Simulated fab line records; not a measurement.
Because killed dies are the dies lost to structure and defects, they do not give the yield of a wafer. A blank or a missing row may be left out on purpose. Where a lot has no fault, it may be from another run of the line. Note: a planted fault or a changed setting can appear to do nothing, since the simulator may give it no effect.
fab line records -- flow n5Finfet
record lots=24, wafers=72, lastDay=19
route steps=1938 shown BEOL_M4@1091 BEOL_M5@1162
lots untouched by any fault: they come from a run of this same line in which no faults occurred
startH: the number of hours between the record's first day and the start of the first shown wafer of the lot -- waitH: hours elapsed since this lot's preceding step -- " the same as in the row above -- L1.1+2: several wafers, shown together as one row -- - no value, or no start was given -- * or withheld: withheld -- < > ~ a bound
route shown NAME@n: a module of which the file shows steps, and the number in the route of the first -- usual: mean/standard deviation of fault-free wafers -- same: alike in all rows -- chamber/n: place in a boat -- sites: each site's reading -- _std_site: standard deviation across them -- _edge_site: the outer-site mean with the inner-site mean subtracted -- radiusMm: for every site, how far away it sits from the centre of the wafer -- mask NAME#n: copy n -- behind: the last tool/chamber to shape the wafer -- hold: why the lot went on hold/how many hours it stayed there/how the hold came to an end -- device: the n, p or np transistor that did not switch -- end of line: the route-end tests of the same wafers -- a step without rows: its recipe alone -- killed: dies that structure and defects cost at the first sort, which is not the same as the wafer's yield -- map: the dies of a wafer, with x for killed, . for not killed, _ for no die there
set.NAME: the setting that was run; set.NAME@STEP: the one run at that earlier step -- model.NAME: the simulator's own value behind a step, which no gauge read
the route's steps for a sample of lots (tables are steps, rows are wafers)
services: from which hour (startH, from the record's first day; less than 0 if before it) a tool's chamber was out of use, for how many hours, and why
## steps
# step N5_BEOL_M4_ANNEAL_87
# recipe tempC=400, timeS=240, ambient=vacuum
# usual heaterPowerW=815/77
lot.wafer,tool,chamber,startH,waitH,heaterPowerW
L074.1,pvdSputter-02,-,178.76,0.0,795
L074.2,pvdSputter-02,-,178.76,0.0,962
L074.3,pvdSputter-02,-,178.76,0.0,908
L075.1,pvdSputter-02,-,184.38,0.0,920
L075.4,pvdSputter-02,-,184.38,0.0,748
L075.5,pvdSputter-02,-,184.38,0.0,800
L076.1,pvdSputter-02,-,186.26,0.0,727
L076.5,pvdSputter-02,-,186.26,0.0,801
L076.6,pvdSputter-02,-,186.26,0.0,731
L079.3,pvdSputter-01,-,206.27,0.0,798
L079.4,pvdSputter-01,-,206.27,0.0,908
L079.6,pvdSputter-01,-,206.27,0.0,717
L077.2,pvdSputter-01,-,208.11,0.0,909
L077.3,pvdSputter-01,-,208.11,0.0,715
L077.6,pvdSputter-01,-,208.11,0.0,782
L078.2,pvdSputter-03,-,210.57,0.0,866
L078.5,pvdSputter-03,-,210.57,0.0,763
L078.6,pvdSputter-03,-,210.57,0.0,734
L080.1,pvdSputter-02,-,228.52,0.0,792
L080.2,pvdSputter-02,-,228.52,0.0,971
L080.6,pvdSputter-02,-,228.52,0.0,751
L082.1,pvdSputter-02,-,236.11,0.0,827
L082.2,pvdSputter-02,-,236.11,0.0,730
L082.6,pvdSputter-02,-,236.11,0.0,816
L081.1,pvdSputter-01,-,237.80,0.0,714
L081.3,pvdSputter-01,-,237.80,0.0,779
L081.6,pvdSputter-01,-,237.80,0.0,914
L084.1,pvdSputter-02,-,245.53,0.0,909
L084.2,pvdSputter-02,-,245.53,0.0,983
L084.5,pvdSputter-02,-,245.53,0.0,814
L086.1,pvdSputter-01,-,246.99,0.0,812
L086.4,pvdSputter-01,-,246.99,0.0,719
L086.5,pvdSputter-01,-,246.99,0.0,777
L085.1,pvdSputter-03,-,264.16,0.0,756
L085.2,pvdSputter-03,-,264.16,0.0,819
L085.6,pvdSputter-03,-,264.16,0.0,880
L083.1,pvdSputter-01,-,264.95,0.0,722
L083.3,pvdSputter-01,-,264.95,0.0,783
L083.5,pvdSputter-01,-,264.95,0.0,809
L088.1,pvdSputter-03,-,269.78,0.0,748
L088.2,pvdSputter-03,-,269.78,0.0,835
L088.5,pvdSputter-03,-,269.78,0.0,772
L087.1,pvdSputter-01,-,272.68,0.0,775
L087.5,pvdSputter-01,-,272.68,0.0,921
L087.6,pvdSputter-01,-,272.68,0.0,792
L090.1,pvdSputter-01,-,274.52,0.0,896
L090.4,pvdSputter-01,-,274.52,0.0,783
L090.5,pvdSputter-01,-,274.52,0.0,807
L089.1,pvdSputter-03,-,275.98,0.0,825
L089.2,pvdSputter-03,-,275.98,0.0,746
L089.5,pvdSputter-03,-,275.98,0.0,750
L092.1,pvdSputter-03,-,300.00,0.0,741
L092.3,pvdSputter-03,-,300.00,0.0,743
L092.5,pvdSputter-03,-,300.00,0.0,755
L091.3,pvdSputter-02,-,300.26,0.0,988
L091.4,pvdSputter-02,-,300.26,0.0,921
L091.5,pvdSputter-02,-,300.26,0.0,722
L093.3,pvdSputter-03,-,303.06,0.0,884
L093.5,pvdSputter-03,-,303.06,0.0,728
L093.6,pvdSputter-03,-,303.06,0.0,795
L094.1,pvdSputter-02,-,303.23,0.0,806
L094.2,pvdSputter-02,-,303.23,0.0,723
L094.4,pvdSputter-02,-,303.23,0.0,1003
L095.2,pvdSputter-02,-,311.32,0.0,743
L095.5,pvdSputter-02,-,311.32,0.0,741
L095.6,pvdSputter-02,-,311.32,0.0,792
L096.1,pvdSputter-01,-,327.43,0.0,796
L096.2,pvdSputter-01,-,327.43,0.0,919
L096.3,pvdSputter-01,-,327.43,0.0,740
L097.2,pvdSputter-01,-,331.19,0.0,741
L097.4,pvdSputter-01,-,331.19,0.0,915
L097.6,pvdSputter-01,-,331.19,0.0,886
# step N5_BEOL_M4_ANNEAL_93
# recipe tempC=400, timeS=240, ambient=vacuum
# usual heaterPowerW=816/78
lot.wafer,tool,chamber,startH,waitH,heaterPowerW
L074.1,pvdSputter-02,-,179.42,0.0,806
L074.2,pvdSputter-02,-,179.42,0.0,995
L074.3,pvdSputter-02,-,179.42,0.0,930
L075.1,pvdSputter-02,-,185.04,0.0,906
L075.4,pvdSputter-02,-,185.04,0.0,742
L075.5,pvdSputter-02,-,185.04,0.0,802
L076.1,pvdSputter-02,-,186.92,0.0,725
L076.5,pvdSputter-02,-,186.92,0.0,811
L076.6,pvdSputter-02,-,186.92,0.0,749
L079.3,pvdSputter-01,-,206.93,0.0,801
L079.4,pvdSputter-01,-,206.93,0.0,897
L079.6,pvdSputter-01,-,206.93,0.0,726
L077.2,pvdSputter-01,-,208.77,0.0,913
L077.3,pvdSputter-01,-,208.77,0.0,720
L077.6,pvdSputter-01,-,208.77,0.0,780
L078.2,pvdSputter-03,-,211.23,0.0,862
L078.5,pvdSputter-03,-,211.23,0.0,755
L078.6,pvdSputter-03,-,211.23,0.0,741
L080.1,pvdSputter-02,-,229.18,0.0,809
L080.2,pvdSputter-02,-,229.18,0.0,986
L080.6,pvdSputter-02,-,229.18,0.0,758
L082.1,pvdSputter-02,-,236.77,0.0,807
L082.2,pvdSputter-02,-,236.77,0.0,734
L082.6,pvdSputter-02,-,236.77,0.0,768
L081.1,pvdSputter-01,-,238.46,0.0,714
L081.3,pvdSputter-01,-,238.46,0.0,811
L081.6,pvdSputter-01,-,238.46,0.0,895
L084.1,pvdSputter-02,-,246.19,0.0,900
L084.2,pvdSputter-02,-,246.19,0.0,975
L084.5,pvdSputter-02,-,246.19,0.0,787
L086.1,pvdSputter-01,-,247.65,0.0,783
L086.4,pvdSputter-01,-,247.65,0.0,722
L086.5,pvdSputter-01,-,247.65,0.0,790
L085.1,pvdSputter-03,-,264.82,0.0,756
L085.2,pvdSputter-03,-,264.82,0.0,820
L085.6,pvdSputter-03,-,264.82,0.0,864
L083.1,pvdSputter-01,-,265.61,0.0,717
L083.3,pvdSputter-01,-,265.61,0.0,791
L083.5,pvdSputter-01,-,265.61,0.0,804
L088.1,pvdSputter-03,-,270.44,0.0,738
L088.2,pvdSputter-03,-,270.44,0.0,819
L088.5,pvdSputter-03,-,270.44,0.0,764
L087.1,pvdSputter-01,-,273.34,0.0,789
L087.5,pvdSputter-01,-,273.34,0.0,900
L087.6,pvdSputter-01,-,273.34,0.0,782
L090.1,pvdSputter-01,-,275.18,0.0,874
L090.4,pvdSputter-01,-,275.18,0.0,787
L090.5,pvdSputter-01,-,275.18,0.0,809
L089.1,pvdSputter-03,-,276.64,0.0,828
L089.2,pvdSputter-03,-,276.64,0.0,739
L089.5,pvdSputter-03,-,276.64,0.0,749
L092.1,pvdSputter-03,-,300.66,0.0,761
L092.3,pvdSputter-03,-,300.66,0.0,763
L092.5,pvdSputter-03,-,300.66,0.0,762
L091.3,pvdSputter-02,-,300.92,0.0,1004
L091.4,pvdSputter-02,-,300.92,0.0,876
L091.5,pvdSputter-02,-,300.92,0.0,730
L093.3,pvdSputter-03,-,303.72,0.0,857
L093.5,pvdSputter-03,-,303.72,0.0,747
L093.6,pvdSputter-03,-,303.72,0.0,816
L094.1,pvdSputter-02,-,303.89,0.0,794
L094.2,pvdSputter-02,-,303.89,0.0,744
L094.4,pvdSputter-02,-,303.89,0.0,995
L095.2,pvdSputter-02,-,311.98,0.0,739
L095.5,pvdSputter-02,-,311.98,0.0,739
L095.6,pvdSputter-02,-,311.98,0.0,791
L096.1,pvdSputter-01,-,328.09,0.0,797
L096.2,pvdSputter-01,-,328.09,0.0,899
L096.3,pvdSputter-01,-,328.09,0.0,722
L097.2,pvdSputter-01,-,331.85,0.0,703
L097.4,pvdSputter-01,-,331.85,0.0,908
L097.6,pvdSputter-01,-,331.85,0.0,907
# step N5_BEOL_M4_SPUTTER_96
# recipe material=Cu, targetThkA=45, tempC=-20, chamberPressurePa=0.07, powerW=withheld, timeS=8.29
# usual chamberPressurePa=0.07001/0.00014, throttleValvePct=30.0/1.2
lot.wafer,tool,chamber,startH,waitH,chamberPressurePa,throttleValvePct
L074.1,pvdSputter-02,-,179.78,0.1,0.06991,31.7
L074.2,pvdSputter-02,-,179.78,0.1,0.07045,31.5
L074.3,pvdSputter-02,-,179.78,0.1,0.07007,29.0
L075.1,pvdSputter-02,-,185.40,0.1,0.07013,29.1
L075.4,pvdSputter-02,-,185.40,0.1,0.07008,29.6
L075.5,pvdSputter-02,-,185.40,0.1,0.07029,31.4
L076.1,pvdSputter-02,-,187.28,0.1,0.0698,29.1
L076.5,pvdSputter-02,-,187.28,0.1,0.06989,31.4
L076.6,pvdSputter-02,-,187.28,0.1,0.06999,29.1
L079.3,pvdSputter-01,-,207.29,0.1,0.07014,27.5
L079.4,pvdSputter-01,-,207.29,0.1,0.06995,29.3
L079.6,pvdSputter-01,-,207.29,0.1,0.06996,30.2
L077.2,pvdSputter-01,-,209.13,0.1,0.06991,29.2
L077.3,pvdSputter-01,-,209.13,0.1,0.0702,30.1
L077.6,pvdSputter-01,-,209.13,0.1,0.07008,30.8
L078.2,pvdSputter-03,-,211.59,0.1,0.07023,30.0
L078.5,pvdSputter-03,-,211.59,0.1,0.07004,30.2
L078.6,pvdSputter-03,-,211.59,0.1,0.07021,30.7
L080.1,pvdSputter-02,-,229.54,0.1,0.07024,31.6
L080.2,pvdSputter-02,-,229.54,0.1,0.06998,31.4
L080.6,pvdSputter-02,-,229.54,0.1,0.0699,29.2
L082.1,pvdSputter-02,-,237.13,0.1,0.06988,31.5
L082.2,pvdSputter-02,-,237.13,0.1,0.07001,29.4
L082.6,pvdSputter-02,-,237.13,0.1,0.06982,31.6
L081.1,pvdSputter-01,-,238.82,0.1,0.07009,30.2
L081.3,pvdSputter-01,-,238.82,0.1,0.07012,30.8
L081.6,pvdSputter-01,-,238.82,0.1,0.06984,29.0
L084.1,pvdSputter-02,-,246.55,0.1,0.07,28.6
L084.2,pvdSputter-02,-,246.55,0.1,0.06992,31.3
L084.5,pvdSputter-02,-,246.55,0.1,0.06992,31.5
L086.1,pvdSputter-01,-,248.01,0.1,0.06974,30.7
L086.4,pvdSputter-01,-,248.01,0.1,0.07004,30.1
L086.5,pvdSputter-01,-,248.01,0.1,0.07003,30.7
L085.1,pvdSputter-03,-,265.18,0.1,0.07002,30.3
L085.2,pvdSputter-03,-,265.18,0.1,0.07004,31.0
L085.6,pvdSputter-03,-,265.18,0.1,0.07013,30.2
L083.1,pvdSputter-01,-,265.97,0.1,0.06971,30.2
L083.3,pvdSputter-01,-,265.97,0.1,0.06984,30.7
L083.5,pvdSputter-01,-,265.97,0.1,0.07006,27.4
L088.1,pvdSputter-03,-,270.80,0.1,0.06975,30.7
L088.2,pvdSputter-03,-,270.80,0.1,0.06992,30.7
L088.5,pvdSputter-03,-,270.80,0.1,0.07004,30.5
L087.1,pvdSputter-01,-,273.70,0.1,0.06993,30.8
L087.5,pvdSputter-01,-,273.70,0.1,0.07006,29.2
L087.6,pvdSputter-01,-,273.70,0.1,0.06987,30.9
L090.1,pvdSputter-01,-,275.54,0.1,0.06997,29.2
L090.4,pvdSputter-01,-,275.54,0.1,0.06981,30.8
L090.5,pvdSputter-01,-,275.54,0.1,0.06995,27.6
L089.1,pvdSputter-03,-,277.00,0.1,0.06993,30.9
L089.2,pvdSputter-03,-,277.00,0.1,0.07007,30.4
L089.5,pvdSputter-03,-,277.00,0.1,0.07028,30.6
L092.1,pvdSputter-03,-,301.02,0.1,0.07004,30.7
L092.3,pvdSputter-03,-,301.02,0.1,0.06987,30.8
L092.5,pvdSputter-03,-,301.02,0.1,0.06997,30.4
L091.3,pvdSputter-02,-,301.28,0.1,0.07003,31.5
L091.4,pvdSputter-02,-,301.28,0.1,0.07004,29.0
L091.5,pvdSputter-02,-,301.28,0.1,0.06995,29.3
L093.3,pvdSputter-03,-,304.08,0.1,0.07029,30.2
L093.5,pvdSputter-03,-,304.08,0.1,0.07004,30.6
L093.6,pvdSputter-03,-,304.08,0.1,0.06997,31.3
L094.1,pvdSputter-02,-,304.25,0.1,0.07,31.5
L094.2,pvdSputter-02,-,304.25,0.1,0.07022,29.3
L094.4,pvdSputter-02,-,304.25,0.1,0.06987,31.6
L095.2,pvdSputter-02,-,312.34,0.1,0.0701,29.3
L095.5,pvdSputter-02,-,312.34,0.1,0.06995,29.5
L095.6,pvdSputter-02,-,312.34,0.1,0.06998,31.9
L096.1,pvdSputter-01,-,328.45,0.1,0.07001,30.5
L096.2,pvdSputter-01,-,328.45,0.1,0.06989,29.0
L096.3,pvdSputter-01,-,328.45,0.1,0.07026,30.0
L097.2,pvdSputter-01,-,332.21,0.1,0.06948,30.3
L097.4,pvdSputter-01,-,332.21,0.1,0.07003,29.2
L097.6,pvdSputter-01,-,332.21,0.1,0.0702,29.1
# step N5_BEOL_M5_STRIP_91
# recipe chemistry=N2/H2, timeS=10, powerW=450, tempC=40, pressureMtorr=20, rfFrequencyHz=6e+07, biasPowerW=7, n2FlowSccm=200, h2FlowSccm=200
# usual chamberPressureMTorr=20.000/0.018, drypumpMotorCurrentA=5.50/0.28, oesProductAu=0.75/0.059, rfVppV=59.2/0.86, showerheadPlenumPTorr=2.51/0.096, throttleValvePct=23.65/0.29
lot.wafer,tool,chamber,startH,waitH,chamberPressureMTorr,drypumpMotorCurrentA,oesProductAu,rfHoursCounterH,rfVppV,showerheadPlenumPTorr,throttleValvePct
L074.1,rieDiel-01,3,-,-,19.978,5.66,0.77,129,58.4,2.45,23.61
L074.2,rieDiel-01,0,-,-,20.035,5.07,0.83,74,59.5,2.57,23.71
L074.3,rieDiel-01,2,-,-,19.973,5.69,0.72,213,60.3,2.52,23.84
L075.1,rieDiel-01,1,-,-,19.989,5.59,0.70,214,59.1,2.63,23.71
L075.4,rieDiel-01,0,-,-,20.044,5.07,0.82,77,59.6,2.57,23.71
L075.5,rieDiel-01,1,-,-,19.998,5.56,0.71,-,59.3,2.63,23.69
L076.1,rieDiel-03,0,-,-,19.995,5.56,0.72,203,58.9,2.51,23.16
L076.5,rieDiel-03,2,-,-,19.989,5.30,0.74,-,59.2,2.53,24.17
L076.6,rieDiel-03,3,-,-,20.027,5.70,0.70,-,61.3,2.51,23.98
L079.3,rieDiel-03,1,-,-,20.000,5.23,0.77,142,59.8,2.33,23.18
L079.4,rieDiel-03,0,-,-,20.011,5.57,0.72,208,59.0,2.51,23.15
L079.6,rieDiel-03,1,-,-,20.008,5.22,0.77,-,57.9,2.33,23.19
L077.2,rieDiel-01,2,-,-,20.025,5.69,0.73,222,58.8,2.51,23.87
L077.3,rieDiel-01,1,-,-,19.975,5.61,0.72,221,59.8,2.62,23.73
L077.6,rieDiel-01,3,-,-,20.035,5.68,0.77,-,60.0,2.45,23.61
L078.2,rieDiel-01,1,-,-,19.996,5.60,0.70,223,58.8,2.62,23.71
L078.5,rieDiel-01,1,-,-,20.010,5.58,0.71,-,58.9,2.62,23.72
L078.6,rieDiel-01,2,-,-,20.021,5.70,0.71,-,59.9,2.51,23.87
L080.1,rieDiel-03,0,-,-,20.000,5.56,0.71,217,60.1,2.50,23.17
L080.2,rieDiel-03,1,-,-,19.996,5.21,0.76,151,59.1,2.33,23.20
L080.6,rieDiel-03,1,-,-,20.019,5.20,0.77,-,59.2,2.33,23.22
L082.1,rieDiel-06,0,-,-,20.015,5.47,0.85,73,59.2,2.57,23.27
L082.2,rieDiel-06,3,-,-,20.020,5.07,0.71,233,59.7,2.40,23.82
L082.6,rieDiel-06,2,-,-,19.983,5.97,0.77,-,60.9,2.67,23.77
L081.1,rieDiel-03,0,-,-,20.016,5.56,0.71,220,60.0,2.50,23.19
L081.3,rieDiel-03,1,-,-,19.991,5.24,0.76,-,57.4,2.32,23.21
L081.6,rieDiel-03,1,-,-,19.992,5.24,0.76,-,59.7,2.32,23.20
L084.1,rieDiel-01,0,-,-,20.018,5.08,0.81,91,59.4,2.56,23.72
L084.2,rieDiel-01,3,-,-,20.010,5.66,0.75,151,58.4,2.45,23.61
L084.5,rieDiel-01,1,-,-,20.012,5.59,0.69,-,58.1,2.62,23.74
L086.1,rieDiel-06,1,-,-,20.009,5.98,0.86,53,58.9,2.58,23.61
L086.4,rieDiel-06,3,-,-,19.964,5.07,0.70,236,58.1,2.40,23.83
L086.5,rieDiel-06,2,-,-,20.012,5.97,0.77,-,59.6,2.67,23.76
L085.1,rieDiel-01,3,-,-,19.996,5.66,0.74,157,59.4,2.44,23.63
L085.2,rieDiel-01,0,-,-,19.997,5.06,0.80,98,60.5,2.56,23.73
L085.6,rieDiel-01,0,-,-,19.983,5.07,0.80,-,59.2,2.56,23.73
L083.1,rieDiel-03,0,-,-,20.042,5.57,0.70,230,59.5,2.50,23.22
L083.3,rieDiel-03,2,-,-,20.001,5.29,0.72,195,58.7,2.52,24.20
L083.5,rieDiel-03,1,-,-,20.019,5.22,0.75,-,59.7,2.32,23.21
L088.1,rieDiel-03,1,-,-,19.981,5.22,0.75,166,58.7,2.32,23.21
L088.2,rieDiel-03,0,-,-,20.030,5.56,0.70,231,60.4,2.50,23.19
L088.5,rieDiel-03,0,-,-,19.971,5.54,0.71,-,58.4,2.50,23.20
L087.1,rieDiel-03,1,-,-,19.994,5.23,0.75,167,57.4,2.32,23.22
L087.5,rieDiel-03,1,-,-,19.979,5.22,0.75,-,57.8,2.32,23.21
L087.6,rieDiel-03,0,-,-,20.019,5.59,0.70,-,60.3,2.50,23.20
L089.1,rieDiel-01,3,-,-,20.015,5.67,0.73,161,58.7,2.44,23.64
L089.2,rieDiel-01,2,-,-,19.999,5.70,0.69,245,59.0,2.50,23.89
L089.5,rieDiel-01,2,-,-,19.989,5.69,0.69,-,58.0,2.50,23.88
L090.1,rieDiel-06,0,-,-,19.965,5.49,0.85,84,59.3,2.57,23.29
L090.4,rieDiel-06,2,-,-,20.000,5.95,0.77,131,61.3,2.66,23.77
L090.5,rieDiel-06,1,-,-,19.990,5.97,0.86,-,58.1,2.57,23.61
L092.1,rieDiel-01,0,-,-,20.021,5.09,0.79,102,59.8,2.56,23.74
L092.3,rieDiel-01,1,-,-,19.994,5.60,0.67,251,59.8,2.61,23.76
L092.5,rieDiel-01,1,-,-,20.013,5.57,0.68,-,59.3,2.61,23.77
L091.3,rieDiel-01,1,-,-,20.004,5.60,0.68,251,58.8,2.61,23.76
L091.4,rieDiel-01,1,-,-,20.004,5.61,0.68,-,58.0,2.61,23.76
L091.5,rieDiel-01,3,-,-,19.990,5.66,0.73,-,60.0,2.44,23.64
L093.3,rieDiel-01,3,-,-,19.987,5.68,0.73,168,59.6,2.44,23.65
L093.5,rieDiel-01,0,-,-,20.002,5.08,0.79,-,58.9,2.56,23.74
L093.6,rieDiel-01,3,-,-,19.965,5.66,0.73,-,59.0,2.44,23.65
L094.1,rieDiel-06,3,-,-,19.989,5.07,0.70,250,58.0,2.39,23.83
L094.2,rieDiel-06,1,-,-,20.033,5.98,0.84,67,59.0,2.57,23.62
L094.4,rieDiel-06,0,-,-,20.004,5.49,0.84,91,58.1,2.56,23.28
L095.2,rieDiel-01,0,-,-,20.000,5.08,0.79,107,60.1,2.55,23.76
L095.5,rieDiel-01,3,-,-,19.959,5.68,0.73,-,59.3,2.44,23.64
L095.6,rieDiel-01,1,-,-,20.008,5.60,0.68,-,60.0,2.61,23.77
L096.1,rieDiel-03,3,-,-,19.993,5.69,0.92,16,59.1,2.49,23.70
L096.2,rieDiel-03,1,-,-,20.001,5.22,0.73,184,59.7,2.31,23.23
L096.3,rieDiel-03,2,-,-,20.004,5.29,0.70,215,58.9,2.51,24.23
L097.2,rieDiel-06,0,-,-,20.033,5.45,0.82,103,58.5,2.56,23.31
L097.4,rieDiel-06,1,-,-,19.985,6.00,0.83,79,60.3,2.57,23.65
L097.6,rieDiel-06,0,-,-,19.999,5.47,0.82,-,60.2,2.56,23.31
# step N5_BEOL_M5_DEGAS_44
# recipe ambient=vacuum, tempC=250, timeS=60
# usual heaterPowerW=329/31
lot.wafer,tool,chamber,startH,waitH,heaterPowerW
L074.1,pvdSputter-02,-,187.98,1.7,319
L074.2,pvdSputter-02,-,187.98,1.7,293
L074.3,pvdSputter-02,-,187.98,1.7,359
L075.1,pvdSputter-01,-,196.66,0.4,363
L075.4,pvdSputter-01,-,196.66,0.4,282
L075.5,pvdSputter-01,-,196.66,0.4,330
L076.1,pvdSputter-03,-,196.82,0.3,331
L076.5,pvdSputter-03,-,196.82,0.3,328
L076.6,pvdSputter-03,-,196.82,0.3,352
L079.3,pvdSputter-02,-,215.37,0.4,365
L079.4,pvdSputter-02,-,215.37,0.4,386
L079.6,pvdSputter-02,-,215.37,0.4,364
L077.2,pvdSputter-03,-,216.59,0.6,298
L077.3,pvdSputter-03,-,216.59,0.6,299
L077.6,pvdSputter-03,-,216.59,0.6,340
L078.2,pvdSputter-02,-,219.69,0.5,390
L078.5,pvdSputter-02,-,219.69,0.5,310
L078.6,pvdSputter-02,-,219.69,0.5,294
L080.1,pvdSputter-02,-,239.83,0.6,398
L080.2,pvdSputter-02,-,239.83,0.6,360
L080.6,pvdSputter-02,-,239.83,0.6,316
L082.1,pvdSputter-01,-,246.17,0.5,330
L082.2,pvdSputter-01,-,246.17,0.5,365
L082.6,pvdSputter-01,-,246.17,0.5,364
L081.1,pvdSputter-02,-,246.95,1.2,364
L081.3,pvdSputter-02,-,246.95,1.2,290
L081.6,pvdSputter-02,-,246.95,1.2,298
L084.1,pvdSputter-02,-,253.53,0.4,394
L084.2,pvdSputter-02,-,253.53,0.4,355
L084.5,pvdSputter-02,-,253.53,0.4,361
L086.1,pvdSputter-03,-,258.11,1.1,341
L086.4,pvdSputter-03,-,258.11,1.1,329
L086.5,pvdSputter-03,-,258.11,1.1,357
L085.1,pvdSputter-01,-,275.90,0.6,315
L085.2,pvdSputter-01,-,275.90,0.6,313
L085.6,pvdSputter-01,-,275.90,0.6,282
L083.1,pvdSputter-01,-,276.68,0.7,292
L083.3,pvdSputter-01,-,276.68,0.7,359
L083.5,pvdSputter-01,-,276.68,0.7,318
L088.1,pvdSputter-02,-,280.45,1.7,325
L088.2,pvdSputter-02,-,280.45,1.7,399
L088.5,pvdSputter-02,-,280.45,1.7,319
L087.1,pvdSputter-01,-,281.37,0.5,292
L087.5,pvdSputter-01,-,281.37,0.5,314
L087.6,pvdSputter-01,-,281.37,0.5,292
L089.1,pvdSputter-02,-,287.79,0.5,358
L089.2,pvdSputter-02,-,287.79,0.5,390
L089.5,pvdSputter-02,-,287.79,0.5,358
L090.1,pvdSputter-02,-,287.95,0.4,399
L090.4,pvdSputter-02,-,287.95,0.4,325
L090.5,pvdSputter-02,-,287.95,0.4,330
L092.1,pvdSputter-03,-,308.17,0.4,324
L092.3,pvdSputter-03,-,308.17,0.4,297
L092.5,pvdSputter-03,-,308.17,0.4,302
L091.3,pvdSputter-03,-,308.85,0.4,349
L091.4,pvdSputter-03,-,308.85,0.4,302
L091.5,pvdSputter-03,-,308.85,0.4,305
L093.3,pvdSputter-02,-,310.32,0.2,393
L093.5,pvdSputter-02,-,310.32,0.2,367
L093.6,pvdSputter-02,-,310.32,0.2,330
L094.1,pvdSputter-01,-,314.32,0.7,316
L094.2,pvdSputter-01,-,314.32,0.7,324
L094.4,pvdSputter-01,-,314.32,0.7,360
L095.2,pvdSputter-01,-,320.24,0.3,317
L095.5,pvdSputter-01,-,320.24,0.3,295
L095.6,pvdSputter-01,-,320.24,0.3,317
L096.1,pvdSputter-01,-,340.01,0.3,357
L096.2,pvdSputter-01,-,340.01,0.3,286
L096.3,pvdSputter-01,-,340.01,0.3,328
L097.2,pvdSputter-03,-,344.85,0.8,307
L097.4,pvdSputter-03,-,344.85,0.8,301
L097.6,pvdSputter-03,-,344.85,0.8,302
# step N5_BEOL_M5_THK_MEAS_53
# recipe thkMeasGauge=xrf, reads=Cu_of_BEOL_M5_ECD_50
# usual M5_THK=61.3/1.5
lot.wafer,tool,chamber,startH,waitH,M5_THK[nm]
L074.1,filmMetro-02,-,193.86,-,60.7
L074.2,filmMetro-02,-,193.86,-,60.3
L074.3,filmMetro-02,-,193.86,-,60.2
L075.1,filmMetro-01,-,202.56,-,61.1
L075.4,filmMetro-01,-,202.56,-,62.5
L075.5,filmMetro-01,-,202.56,-,62.0
L076.1,filmMetro-02,-,203.91,-,60.3
L076.5,filmMetro-02,-,203.91,-,59.7
L076.6,filmMetro-02,-,203.91,-,60.9
L079.3,filmMetro-02,-,221.10,-,61.9
L079.4,filmMetro-02,-,221.10,-,59.6
L079.6,filmMetro-02,-,221.10,-,60.8
L077.2,filmMetro-01,-,222.91,-,62.0
L077.3,filmMetro-01,-,222.91,-,62.2
L077.6,filmMetro-01,-,222.91,-,63.3
L078.2,filmMetro-01,-,229.36,-,62.8
L078.5,filmMetro-01,-,229.36,-,62.7
L078.6,filmMetro-01,-,229.36,-,63.2
L080.1,filmMetro-01,-,245.73,-,61.4
L080.2,filmMetro-01,-,245.73,-,62.6
L080.6,filmMetro-01,-,245.73,-,61.7
L082.1,filmMetro-02,-,252.65,-,64.2
L082.2,filmMetro-02,-,252.65,-,62.3
L082.6,filmMetro-02,-,252.65,-,63.4
L081.1,filmMetro-01,-,257.91,-,58.0
L081.3,filmMetro-01,-,257.91,-,59.4
L081.6,filmMetro-01,-,257.91,-,59.0
L084.1,filmMetro-01,-,259.27,-,61.8
L084.2,filmMetro-01,-,259.27,-,62.9
L084.5,filmMetro-01,-,259.27,-,60.8
L086.1,filmMetro-02,-,263.96,-,61.9
L086.4,filmMetro-02,-,263.96,-,60.4
L086.5,filmMetro-02,-,263.96,-,59.8
L085.1,filmMetro-02,-,281.91,-,63.0
L085.2,filmMetro-02,-,281.91,-,61.9
L085.6,filmMetro-02,-,281.91,-,63.8
L083.1,filmMetro-02,-,282.54,-,58.1
L083.3,filmMetro-02,-,282.54,-,61.3
L083.5,filmMetro-02,-,282.54,-,60.3
L088.1,filmMetro-01,-,286.37,-,60.7
L088.2,filmMetro-01,-,286.37,-,58.8
L088.5,filmMetro-01,-,286.37,-,60.2
L087.1,filmMetro-01,-,287.72,-,61.3
L087.5,filmMetro-01,-,287.72,-,61.5
L087.6,filmMetro-01,-,287.72,-,59.7
L089.1,filmMetro-01,-,293.53,-,60.9
L089.2,filmMetro-01,-,293.53,-,59.0
L089.5,filmMetro-01,-,293.53,-,59.9
L090.1,filmMetro-01,-,293.79,-,64.2
L090.4,filmMetro-01,-,293.79,-,62.6
L090.5,filmMetro-01,-,293.79,-,63.3
L092.1,filmMetro-02,-,314.05,-,61.6
L092.3,filmMetro-02,-,314.05,-,60.3
L092.5,filmMetro-02,-,314.05,-,59.1
L091.3,filmMetro-01,-,314.78,-,59.7
L091.4,filmMetro-01,-,314.78,-,60.2
L091.5,filmMetro-01,-,314.78,-,60.1
L093.3,filmMetro-02,-,317.88,-,62.2
L093.5,filmMetro-02,-,317.88,-,62.9
L093.6,filmMetro-02,-,317.88,-,62.8
L094.1,filmMetro-01,-,320.81,-,63.4
L094.2,filmMetro-01,-,320.81,-,64.0
L094.4,filmMetro-01,-,320.81,-,64.0
L095.2,filmMetro-01,-,326.68,-,61.0
L095.5,filmMetro-01,-,326.68,-,61.3
L095.6,filmMetro-01,-,326.68,-,60.9
L096.1,filmMetro-01,-,346.15,-,61.9
L096.2,filmMetro-01,-,346.15,-,60.8
L096.3,filmMetro-01,-,346.15,-,59.8
L097.2,filmMetro-02,-,350.97,-,61.0
L097.4,filmMetro-02,-,350.97,-,61.9
L097.6,filmMetro-02,-,350.97,-,61.1
## services
tool,chamber,startH,hours,kind
rieDiel-03,1,174.66,6.3,repair
pvdSputter-03,-,186.76,4.3,repair
rieDiel-01,0,210.39,10.2,repair
rieDiel-03,2,241.27,5.7,repair
rieDiel-03,3,244.60,9.1,repair
rieDiel-06,2,269.26,3.9,repair
rieDiel-03,3,274.20,-,clean
rieDiel-03,3,274.20,-,consumableReplace:focusRing
rieDiel-03,3,274.20,15.2,scheduledDown
rieDiel-03,3,274.20,15.2,ventCycle
rieDiel-01,0,275.92,17.7,repair
rieDiel-01,2,304.47,-,clean
rieDiel-01,2,304.47,-,consumableReplace:focusRing
rieDiel-01,2,304.47,25.8,scheduledDown
rieDiel-01,2,304.47,25.8,ventCycle
rieDiel-01,1,330.27,-,clean
rieDiel-01,1,330.27,-,consumableReplace:focusRing
rieDiel-01,1,330.27,16.7,scheduledDown
rieDiel-01,1,330.27,16.7,ventCycle
rieDiel-03,0,338.53,-,clean
rieDiel-03,0,338.53,-,consumableReplace:focusRing
rieDiel-03,0,338.53,20.6,scheduledDown
rieDiel-03,0,338.53,20.6,ventCycle
rieDiel-03,-,339.99,0.7,repair
## key
fault none
